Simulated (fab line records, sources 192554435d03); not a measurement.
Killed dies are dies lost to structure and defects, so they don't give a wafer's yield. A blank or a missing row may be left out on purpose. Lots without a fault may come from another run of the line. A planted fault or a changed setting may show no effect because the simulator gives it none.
Chamber matching | flow n5_finfet | N5_BEOL_M13_DEP_53 on pecvd-03: 3 sister chambers
The step deposits SiCN from 3MS/NH3, target thk 50 nm, time 17.8 s. 3 wafers are shown with their chamber, then 9 later ones without.

WAFERS WITH THEIR CHAMBER
wafer  | chamber | throttle_valve_pct (%)
L084.5 | 2       | 17.6
L086.5 | 0       | 18.2
L086.6 | 1       | 19.0

WAFERS WITHOUT THEIR CHAMBER
wafer  | throttle_valve_pct (%)
L090.2 | 18.5
L090.3 | 17.7
L090.6 | 18.5
L095.1 | 18.4
L095.3 | 17.9
L095.6 | 18.5
L096.1 | 17.8
L096.5 | 18.5
L096.6 | 17.5

WHICH CHAMBER EACH WENT THROUGH
wafer  | from the rows above     | in truth
L090.2 | can't be placed: 0 or 1 | 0
L090.3 | can't be placed: 2 or 0 | 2
L090.6 | can't be placed: 0 or 1 | 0
L095.1 | can't be placed: 0 or 1 | 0
L095.3 | can't be placed: 2 or 0 | 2
L095.6 | can't be placed: 0 or 1 | 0
L096.1 | can't be placed: 2 or 0 | 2
L096.5 | can't be placed: 0 or 1 | 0
L096.6 | 2                       | 2
Placed correctly: 1 of 9. Can't be placed from these rows: 8 (the true chamber is among the candidates in 8). Placed wrongly: 0.
How it was worked out, from the rows above alone: a wafer's distance from a chamber is the root of the sum, over the readings, of the square of ((its reading less the chamber's mean) divided by the reading's scatter). The wafer belongs to the nearest chamber; if the next one is less than 2 further off, it can't be placed. A chamber's mean is the mean of its shown wafers. The scatter: with one shown wafer a chamber, the root of the mean of the squares of how far each hidden wafer lies from its nearest shown one.
